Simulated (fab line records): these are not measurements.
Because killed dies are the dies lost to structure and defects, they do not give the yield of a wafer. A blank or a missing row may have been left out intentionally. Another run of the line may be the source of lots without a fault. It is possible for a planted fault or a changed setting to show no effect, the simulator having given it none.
fab line records    flow nand_harc
record: lots: 6  wafers: 18  last_day: 33
route steps=1302 shown A_SOURCE_PLATE@420 A_ONON_D1@424 END@1302
lots that met no fault: taken from a fault-free run of the same line
start_h: the number of hours between the record's first day and the start of the first shown wafer of the lot    wait_h: hours elapsed since this lot's preceding step    " identical to the entry in the row above    L1.1+2: several wafers, shown together as one row    - value missing, or start not given    * or withheld: withheld    < > ~ a bound
route shown NAME@n: names a module that has steps shown in the file, with the first one's number in the route    usual: the fault-free wafers' mean and standard deviation    same: alike in all rows    chamber/n: place in a boat    sites: each site's reading    _std_site: their standard deviation    _edge_site: the outer-site mean with the inner-site mean subtracted    radius_mm: how far each site lies from the wafer's centre    mask NAME#n: copy n    behind: the last tool/chamber to shape the wafer    hold: cause of the lot's hold/its duration in hours/its outcome    device: the n, p or np transistor that did not switch    end of line: tests of these same wafers at the route's end    for a step that has no rows: nothing shown but its recipe    killed: at the first sort, the dies lost to defects and structure; wafer yield is something else    map: per-die view of a wafer (x killed, . not killed, _ where there is no die)
set.NAME: the setting as run; set.NAME@STEP: as run at that earlier step    model.NAME: the simulator's own value behind a step, which no gauge read
lots at selected steps of the route; one table per step, one row per wafer
services: the hour from which a tool's chamber was out of use, counted from the record's first day as start_h (under 0 if before that day), plus the number of hours and why
== steps ==
step: NHARC_A_SOURCE_PLATE_THK_MEAS_06
recipe: thk_meas_gauge: ellipsometry
usual: thk_nm: 200.4/1.8
lot.wafer  tool           chamber  start_h  wait_h  thk_nm
L319.1     film_metro-02  -        239.46   0.4     198.1
L319.5     "              -        "        "       201.7
L319.6     "              -        "        "       198.1
L324.1     film_metro-01  -        286.17   0.4     197.9
L324.2     "              -        "        "       196.5
L324.4     "              -        "        "       199.6
L325.2     film_metro-01  -        303.91   0.4     200.5
L325.3     "              -        "        "       199.7
L325.4     "              -        "        "       198.7
L331.3     film_metro-02  -        356.73   0.4     202.1
L331.5     "              -        "        "       204.5
L331.6     "              -        "        "       202.5
L333.2     film_metro-01  -        372.94   0.4     198.1
L333.5     "              -        "        "       200.8
L333.6     "              -        "        "       202.4
L335.2     film_metro-01  -        389.13   0.4     198.2
L335.5     "              -        "        "       198.3
L335.6     "              -        "        "       198.3
step: NHARC_A_SOURCE_PLATE_INSPECT_08
usual: raw_defect_count: 59/20
lot.wafer  tool               chamber  start_h  wait_h  raw_defect_count
L319.1     defect_inspect-01  -        239.57   0.0     58
L319.5     "                  -        "        "       77
L319.6     "                  -        "        "       59
L324.1     defect_inspect-01  -        286.28   0.0     76
L324.2     "                  -        "        "       52
L324.4     "                  -        "        "       68
L325.2     defect_inspect-01  -        303.97   0.0     50
L325.3     "                  -        "        "       57
L325.4     "                  -        "        "       81
L331.3     defect_inspect-02  -        356.79   0.0     73
L331.5     "                  -        "        "       34
L331.6     "                  -        "        "       44
L333.2     defect_inspect-02  -        373.02   0.0     94
L333.5     "                  -        "        "       77
L333.6     "                  -        "        "       59
L335.2     defect_inspect-02  -        389.22   0.0     32
L335.5     "                  -        "        "       53
L335.6     "                  -        "        "       47
step: NHARC_A_ONON_D1_DEP_00
recipe: target_thk_a: 10000  n2_flow_sccm: 2750  n2o_flow_sccm: 2000  nh3_flow_sccm: 500  sih4_flow_sccm: 210  temp_c: 400
step: NHARC_A_ONON_D1_THK_MEAS_02
recipe: thk_meas_gauge: ellipsometry
usual: thk_nm: 999/11
lot.wafer  tool           chamber  start_h  wait_h  thk_nm
L319.1     film_metro-02  -        240.14   -       1023
L319.5     "              -        "        "       1021
L319.6     "              -        "        "       1021
L324.1     film_metro-02  -        286.86   -       987
L324.2     "              -        "        "       987
L324.4     "              -        "        "       989
L325.2     film_metro-02  -        304.55   -       992
L325.3     "              -        "        "       993
L325.4     "              -        "        "       993
L331.3     film_metro-02  -        357.37   -       1015
L331.5     "              -        "        "       1014
L331.6     "              -        "        "       1016
L333.2     film_metro-01  -        373.60   -       1005
L333.5     "              -        "        "       1006
L333.6     "              -        "        "       1005
L335.2     film_metro-02  -        389.79   -       999
L335.5     "              -        "        "       997
L335.6     "              -        "        "       998
step: NHARC_A_ONON_D1_DEP_03
recipe: target_thk_a: 10000  n2_flow_sccm: 2750  n2o_flow_sccm: 2000  nh3_flow_sccm: 500  sih4_flow_sccm: 210  temp_c: 400
step: NHARC_A_ONON_D1_THK_MEAS_05
recipe: thk_meas_gauge: ellipsometry
usual: thk_nm: 999/9.6
lot.wafer  tool           chamber  start_h  wait_h  thk_nm
L319.1     film_metro-01  -        240.71   -       997
L319.5     "              -        "        "       998
L319.6     "              -        "        "       998
L324.1     film_metro-01  -        287.43   -       1015
L324.2     "              -        "        "       1015
L324.4     "              -        "        "       1016
L325.2     film_metro-02  -        305.11   -       1009
L325.3     "              -        "        "       1009
L325.4     "              -        "        "       1008
L331.3     film_metro-02  -        357.93   -       1002
L331.5     "              -        "        "       1004
L331.6     "              -        "        "       1002
L333.2     film_metro-01  -        374.17   -       997
L333.5     "              -        "        "       998
L333.6     "              -        "        "       997
L335.2     film_metro-02  -        390.36   -       1010
L335.5     "              -        "        "       1011
L335.6     "              -        "        "       1009
step: NHARC_A_ONON_D1_DEP_06
recipe: target_thk_a: 10000  n2_flow_sccm: 2750  n2o_flow_sccm: 2000  nh3_flow_sccm: 500  sih4_flow_sccm: 210  temp_c: 400
step: NHARC_A_ONON_D1_THK_MEAS_08
recipe: thk_meas_gauge: ellipsometry
usual: thk_nm: 1001/8.1
lot.wafer  tool           chamber  start_h  wait_h  thk_nm
L319.1     film_metro-01  -        241.28   -       1005
L319.5     "              -        "        "       1006
L319.6     "              -        "        "       1007
L324.1     film_metro-01  -        288.00   -       1001
L324.2     "              -        "        "       1002
L324.4     "              -        "        "       1000
L325.2     film_metro-02  -        305.68   -       1005
L325.3     "              -        "        "       1006
L325.4     "              -        "        "       1005
L331.3     film_metro-02  -        358.50   -       1004
L331.5     "              -        "        "       1004
L331.6     "              -        "        "       1005
L333.2     film_metro-01  -        374.74   -       997
L333.5     "              -        "        "       999
L333.6     "              -        "        "       997
L335.2     film_metro-01  -        390.92   -       1021
L335.5     "              -        "        "       1022
L335.6     "              -        "        "       1021
step: NHARC_A_ONON_D1_DEP_09
recipe: target_thk_a: 10000  n2_flow_sccm: 2750  n2o_flow_sccm: 2000  nh3_flow_sccm: 500  sih4_flow_sccm: 210  temp_c: 400
step: NHARC_A_ONON_D1_THK_MEAS_11
recipe: thk_meas_gauge: ellipsometry
usual: thk_nm: 1000/10
lot.wafer  tool           chamber  start_h  wait_h  thk_nm
L319.1     film_metro-02  -        241.85   -       989
L319.5     "              -        "        "       991
L319.6     "              -        "        "       989
L324.1     film_metro-01  -        288.57   -       999
L324.2     "              -        "        "       998
L324.4     "              -        "        "       997
L325.2     film_metro-01  -        306.24   -       1006
L325.3     "              -        "        "       1006
L325.4     "              -        "        "       1007
L331.3     film_metro-02  -        359.06   -       997
L331.5     "              -        "        "       996
L331.6     "              -        "        "       994
L333.2     film_metro-01  -        375.31   -       1010
L333.5     "              -        "        "       1009
L333.6     "              -        "        "       1008
L335.2     film_metro-02  -        391.48   -       982
L335.5     "              -        "        "       982
L335.6     "              -        "        "       981
step: NHARC_A_ONON_D1_DEP_12
recipe: target_thk_a: 10000  n2_flow_sccm: 2750  n2o_flow_sccm: 2000  nh3_flow_sccm: 500  sih4_flow_sccm: 210  temp_c: 400
lot.wafer   tool           chamber  start_h  wait_h
L319.1+5+6  pecvd_onon-04  0        241.90   0.1
L324.1+2+4  pecvd_onon-02  0        288.62   0.1
L325.2+3+4  pecvd_onon-02  0        306.36   0.1
L331.3+5+6  pecvd_onon-01  0        359.23   0.2
L333.2+5+6  pecvd_onon-01  0        375.42   0.1
L335.2+5+6  pecvd_onon-02  0        391.60   0.1
step: NHARC_A_ONON_D1_THK_MEAS_14
recipe: thk_meas_gauge: ellipsometry
usual: thk_nm: 1000/9
lot.wafer  tool           chamber  start_h  wait_h  hold                      thk_nm
L319.1     film_metro-01  -        242.41   -       -                         997
L319.5     "              -        "        "       -                         997
L319.6     "              -        "        "       -                         997
L324.1     film_metro-02  -        289.13   -       await_dispo/0.2h/release  1006
L324.2     "              -        "        "       await_dispo/0.2h/release  1538
L324.4     "              -        "        "       await_dispo/0.2h/release  1007
L324.1     film_metro-02  -        289.30   0.2     -                         1007
L324.2     "              -        "        "       -                         1535
L324.4     "              -        "        "       -                         1006
L325.2     film_metro-02  -        306.81   -       await_dispo/0.2h/release  1525
L325.3     "              -        "        "       await_dispo/0.2h/release  1523
L325.4     "              -        "        "       await_dispo/0.2h/release  994
L325.2     film_metro-02  -        306.99   0.2     -                         1522
L325.3     "              -        "        "       -                         1524
L325.4     "              -        "        "       -                         997
L331.3     film_metro-02  -        359.63   -       -                         986
L331.5     "              -        "        "       -                         984
L331.6     "              -        "        "       -                         985
L333.2     film_metro-01  -        375.88   -       -                         1006
L333.5     "              -        "        "       -                         1005
L333.6     "              -        "        "       -                         1008
L335.2     film_metro-02  -        392.05   -       -                         999
L335.5     "              -        "        "       -                         1001
L335.6     "              -        "        "       -                         1000
step: NHARC_END_SORT_01
recipe: temp_c: 25
usual: killed_at_array: 55/17  killed_at_other: 1.1/1.4  killed_at_periphery: 3.9/3  killed_dies: 59/17  killed_open: 3.5/2  killed_short: 2.6/1.6
same: gross_dies: 677
lot.wafer  tool       chamber  start_h  wait_h  hold                      killed_at_array  killed_at_other  killed_at_periphery  killed_dies  killed_open  killed_short
L319.1     prober-01  0        635.12   2.5     -                         77               1                5                    83           2            1
L319.5     prober-01  0        638.33   3.7     -                         79               4                9                    92           7            2
L319.6     prober-01  0        639.13   4.0     -                         78               0                8                    86           3            1
L324.1     prober-02  0        682.16   2.5     await_dispo/5.6h/release  81               1                2                    84           2            3
L324.2     prober-02  0        682.96   2.8     await_dispo/5.6h/release  674              0                3                    677          3            5
L324.4     prober-02  0        684.57   3.4     await_dispo/5.6h/release  57               0                4                    61           6            3
L325.2     prober-01  0        705.64   2.8     await_dispo/1.9h/release  674              1                2                    677          3            2
L325.3     prober-01  0        706.43   3.1     await_dispo/1.9h/release  673              1                3                    677          5            1
L325.4     prober-01  0        707.22   3.4     await_dispo/1.9h/release  56               2                0                    58           1            7
L331.3     prober-01  0        766.01   3.1     -                         62               0                2                    64           5            4
L331.5     prober-01  0        767.65   3.8     -                         84               0                4                    88           1            2
L331.6     prober-01  0        768.46   4.1     -                         78               0                2                    80           2            3
L333.2     prober-02  0        780.57   2.9     -                         64               1                1                    66           0            3
L333.5     prober-02  0        782.97   3.7     -                         63               1                4                    68           3            1
L333.6     prober-02  0        783.78   4.0     -                         73               1                5                    79           2            3
L335.2     prober-02  0        788.98   2.8     -                         57               3                6                    66           3            1
L335.5     prober-02  0        791.39   3.7     -                         57               3                4                    64           4            2
L335.6     prober-02  0        792.20   4.0     -                         59               5                5                    69           4            4
killed by level:class
L319.1 A_SLIT:chamber_film_flake=34 A_CHANNEL_HOLE_D1:chamber_film_flake=18 A_CHANNEL_HOLE_D2:chamber_film_flake=8 A_STAIRCASE:chamber_film_flake=8 P_GATE:chamber_film_flake=3 A_CONTACT:chamber_film_flake=2 A_BLC:chamber_film_flake=2 P_CONTACT:geometric_particle:open=1
L319.5 A_SLIT:chamber_film_flake=34 A_CHANNEL_HOLE_D1:chamber_film_flake=15 A_CHANNEL_HOLE_D2:chamber_film_flake=9 A_STAIRCASE:chamber_film_flake=6 P_ZERO_WELL:chamber_film_flake=4 THIN_TSV:chamber_film_flake=4 P_GATE:chamber_film_flake=3 A_CONTACT:chamber_film_flake=3
L319.6 A_SLIT:chamber_film_flake=32 A_CHANNEL_HOLE_D1:chamber_film_flake=24 A_STAIRCASE:chamber_film_flake=8 A_CHANNEL_HOLE_D2:chamber_film_flake=5 P_GATE:chamber_film_flake=4 A_DECK1_JOINT:chamber_film_flake=2 A_WL_FILL:chamber_film_flake=2 P_STI:geometric_particle:open=1
L324.1 A_SLIT:chamber_film_flake=37 A_CHANNEL_HOLE_D2:chamber_film_flake=17 A_CHANNEL_HOLE_D1:chamber_film_flake=11 A_CONTACT:chamber_film_flake=4 P_M1:chamber_film_flake=2 A_CHANNEL_FILL_D2:chamber_film_flake=2 A_WL_FILL:chamber_film_flake=2 A_SOURCE_PLATE:geometric_particle:open=1
L324.2 A_ONON_D1:area_dep=600 A_SLIT:chamber_film_flake=33 A_CHANNEL_HOLE_D2:chamber_film_flake=16 A_CONTACT:chamber_film_flake=9 A_CHANNEL_HOLE_D1:chamber_film_flake=5 A_CHANNEL_FILL_D1:geometric_particle:open=2 A_CHANNEL_FILL_D2:chamber_film_flake=2 A_BONDPAD:chamber_film_flake=2
L324.4 A_SLIT:chamber_film_flake=27 A_CHANNEL_HOLE_D2:chamber_film_flake=14 A_CONTACT:chamber_film_flake=4 A_ONON_D1:geometric_particle:open=2 A_ONON_D1:geometric_particle:short=2 P_CONTACT:geometric_particle:open=1 P_M1:geometric_particle:open=1 A_SOURCE_PLATE:geometric_particle:short=1
L325.2 A_ONON_D1:area_dep=617 A_SLIT:chamber_film_flake=27 A_CHANNEL_HOLE_D2:chamber_film_flake=11 A_CHANNEL_HOLE_D1:chamber_film_flake=10 A_CONTACT:chamber_film_flake=3 A_CHANNEL_FILL_D1:geometric_particle:open=2 A_ONON_D2:geometric_particle:open=1 A_ONON_D2:geometric_particle:short=1
L325.3 A_ONON_D1:area_dep=620 A_SLIT:chamber_film_flake=22 A_CHANNEL_HOLE_D2:chamber_film_flake=15 A_CHANNEL_HOLE_D1:chamber_film_flake=6 A_M0:geometric_particle:open=2 P_CONTACT:geometric_particle:open=1 A_SOURCE_PLATE:geometric_particle:open=1 A_ONON_D2:geometric_particle:short=1
L325.4 A_SLIT:chamber_film_flake=29 A_CHANNEL_HOLE_D2:chamber_film_flake=12 A_CHANNEL_HOLE_D1:chamber_film_flake=4 A_ONON_D2:geometric_particle:short=3 A_CHANNEL_FILL_D1:chamber_film_flake=2 A_CONTACT:chamber_film_flake=2 A_SOURCE_PLATE:geometric_particle:short=1 A_ONON_D1:geometric_particle:short=1
L331.3 A_SLIT:chamber_film_flake=23 A_CHANNEL_HOLE_D2:chamber_film_flake=15 A_CONTACT:chamber_film_flake=9 A_CHANNEL_HOLE_D1:chamber_film_flake=4 A_WL_FILL:chamber_film_flake=3 A_CHANNEL_FILL_D2:geometric_particle:short=2 A_WL_FILL:geometric_particle:open=2 P_M2:geometric_particle:short=1
L331.5 A_SLIT:chamber_film_flake=28 A_CHANNEL_HOLE_D2:chamber_film_flake=26 A_CONTACT:chamber_film_flake=13 A_CHANNEL_HOLE_D1:chamber_film_flake=8 A_STAIRCASE:chamber_film_flake=3 P_CONTACT:geometric_particle:open=1 A_WL_FILL:geometric_particle:short=1 A_M0:geometric_particle:short=1
L331.6 A_SLIT:chamber_film_flake=26 A_CHANNEL_HOLE_D2:chamber_film_flake=21 A_CHANNEL_HOLE_D1:chamber_film_flake=15 A_CONTACT:chamber_film_flake=6 A_WL_FILL:chamber_film_flake=2 A_SOURCE_PLATE:geometric_particle:short=1 A_CHANNEL_FILL_D1:geometric_particle:short=1 A_DECK1_JOINT:geometric_particle:short=1
L333.2 A_CHANNEL_HOLE_D2:chamber_film_flake=26 A_CHANNEL_HOLE_D1:chamber_film_flake=13 A_CONTACT:chamber_film_flake=10 A_SLIT:chamber_film_flake=9 A_STAIRCASE:chamber_film_flake=2 A_WL_FILL:chamber_film_flake=2 P_M0:geometric_particle:short=1 A_WL_FILL:geometric_particle:short=1
L333.5 A_CHANNEL_HOLE_D2:chamber_film_flake=26 A_CHANNEL_HOLE_D1:chamber_film_flake=21 A_CONTACT:chamber_film_flake=7 A_STAIRCASE:chamber_film_flake=3 A_SLIT:chamber_film_flake=2 P_M0:geometric_particle:open=1 A_DECK1_JOINT:geometric_particle:short=1 A_BLC:geometric_particle:open=1
L333.6 A_CHANNEL_HOLE_D2:chamber_film_flake=30 A_CHANNEL_HOLE_D1:chamber_film_flake=18 A_CONTACT:chamber_film_flake=13 A_SLIT:chamber_film_flake=6 P_GATE:chamber_film_flake=2 P_CONTACT:geometric_particle:open=1 P_M0:geometric_particle:short=1 A_ONON_D1:geometric_particle:open=1
L335.2 A_SLIT:chamber_film_flake=41 A_CONTACT:chamber_film_flake=8 P_GATE:chamber_film_flake=4 THIN_TSV:chamber_film_flake=3 A_ZERO_WELL:chamber_film_flake=2 A_CHANNEL_FILL_D2:chamber_film_flake=2 P_CONTACT:geometric_particle:open=1 A_ONON_D1:geometric_particle:short=1
L335.5 A_SLIT:chamber_film_flake=36 A_CONTACT:chamber_film_flake=9 A_CHANNEL_HOLE_D1:chamber_film_flake=5 THIN_TSV:chamber_film_flake=3 A_ONON_D1:geometric_particle:open=2 P_GATE:geometric_particle:open=1 P_CONTACT:geometric_particle:short=1 P_CONTACT:geometric_particle:open=1
L335.6 A_SLIT:chamber_film_flake=38 A_CONTACT:chamber_film_flake=5 THIN_TSV:chamber_film_flake=5 A_CHANNEL_FILL_D2:chamber_film_flake=4 P_GATE:chamber_film_flake=3 A_WL_FILL:chamber_film_flake=3 P_CONTACT:geometric_particle:short=1 A_ONON_D1:geometric_particle:short=1
map L324.2 (x killed, . not)
____________x____________
_________xxxxxxx_________
_______xxxxxxxxxxx_______
______xxxxxxxxxxxxx______
_____xxxxxxxxxxxxxxx_____
____xxxxxxxxxxxxxxxxx____
____xxxxxxxxxxxxxxxxx____
___xxxxxxxxxxxxxxxxxxx___
___xxxxxxxxxxxxxxxxxxx___
__xxxxxxxxxxxxxxxxxxxxx__
__xxxxxxxxxxxxxxxxxxxxx__
_xxxxxxxxxxxxxxxxxxxxxxx_
_xxxxxxxxxxxxxxxxxxxxxxx_
_xxxxxxxxxxxxxxxxxxxxxxx_
_xxxxxxxxxxxxxxxxxxxxxxx_
_xxxxxxxxxxxxxxxxxxxxxxx_
xxxxxxxxxxxxxxxxxxxxxxxxx
xxxxxxxxxxxxxxxxxxxxxxxxx
xxxxxxxxxxxxxxxxxxxxxxxxx
xxxxxxxxxxxxxxxxxxxxxxxxx
xxxxxxxxxxxxxxxxxxxxxxxxx
_xxxxxxxxxxxxxxxxxxxxxxx_
_xxxxxxxxxxxxxxxxxxxxxxx_
_xxxxxxxxxxxxxxxxxxxxxxx_
_xxxxxxxxxxxxxxxxxxxxxxx_
_xxxxxxxxxxxxxxxxxxxxxxx_
__xxxxxxxxxxxxxxxxxxxxx__
__xxxxxxxxxxxxxxxxxxxxx__
___xxxxxxxxxxxxxxxxxxx___
___xxxxxxxxxxxxxxxxxxx___
____xxxxxxxxxxxxxxxxx____
____xxxxxxxxxxxxxxxxx____
_____xxxxxxxxxxxxxxx_____
______xxxxxxxxxxxxx______
_______xxxxxxxxxxx_______
_________xxxxxxx_________
____________x____________
map L325.2 (x killed, . not)
____________x____________
_________xxxxxxx_________
_______xxxxxxxxxxx_______
______xxxxxxxxxxxxx______
_____xxxxxxxxxxxxxxx_____
____xxxxxxxxxxxxxxxxx____
____xxxxxxxxxxxxxxxxx____
___xxxxxxxxxxxxxxxxxxx___
___xxxxxxxxxxxxxxxxxxx___
__xxxxxxxxxxxxxxxxxxxxx__
__xxxxxxxxxxxxxxxxxxxxx__
_xxxxxxxxxxxxxxxxxxxxxxx_
_xxxxxxxxxxxxxxxxxxxxxxx_
_xxxxxxxxxxxxxxxxxxxxxxx_
_xxxxxxxxxxxxxxxxxxxxxxx_
_xxxxxxxxxxxxxxxxxxxxxxx_
xxxxxxxxxxxxxxxxxxxxxxxxx
xxxxxxxxxxxxxxxxxxxxxxxxx
xxxxxxxxxxxxxxxxxxxxxxxxx
xxxxxxxxxxxxxxxxxxxxxxxxx
xxxxxxxxxxxxxxxxxxxxxxxxx
_xxxxxxxxxxxxxxxxxxxxxxx_
_xxxxxxxxxxxxxxxxxxxxxxx_
_xxxxxxxxxxxxxxxxxxxxxxx_
_xxxxxxxxxxxxxxxxxxxxxxx_
_xxxxxxxxxxxxxxxxxxxxxxx_
__xxxxxxxxxxxxxxxxxxxxx__
__xxxxxxxxxxxxxxxxxxxxx__
___xxxxxxxxxxxxxxxxxxx___
___xxxxxxxxxxxxxxxxxxx___
____xxxxxxxxxxxxxxxxx____
____xxxxxxxxxxxxxxxxx____
_____xxxxxxxxxxxxxxx_____
______xxxxxxxxxxxxx______
_______xxxxxxxxxxx_______
_________xxxxxxx_________
____________x____________
== services ==
tool           chamber  start_h  hours  kind
pecvd_onon-01  -        269.06   13.0   pm
pecvd_onon-04  -        311.00   13.0   pm
pecvd_onon-02  -        366.14   13.0   pm
== key ==
first_sign: step: NHARC_A_ONON_D1_THK_MEAS_14  reading: visit  direction: added
effect: step: NHARC_A_ONON_D1_THK_MEAS_14  reading: thk_nm  direction: up  sigmas: 59  usual: 1000  struck: 1529
effect: step: NHARC_END_SORT_01  reading: killed_at_array  direction: up  sigmas: 37  usual: 55  struck: 674
more_kills_born_at: NHARC_A_ONON_D1_DEP_12@pecvd_onon-02: 1837
met_at NHARC_A_ONON_D1_DEP_12
struck_wafers L324.2,L325.2,L325.3
later_rows_left_out L324.2,L325.2,L325.3
tester_left_out L324,L325
fault: kind: process_parameter_drift  tool: pecvd_onon-02  chamber: -  onset_h: 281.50  steps: NHARC_A_ONON_D1_DEP_12  channel: target_thk_a  offset: *  shape: step  end_h: 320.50  scope: struck_wafers_only  acts_in: *  stated: *
tester_left_out: of these lots the tester's yield and bins aren't shown, on N5 and GAA mostly nor the transistor test; their killed dies are dies lost to structure and defects alone, not to doping, threshold or leakage, so they don't give the yield
later_rows_left_out: the simulator's readings of these wafers behind a module that went badly wrong aren't trusted and aren't shown, but for the sort
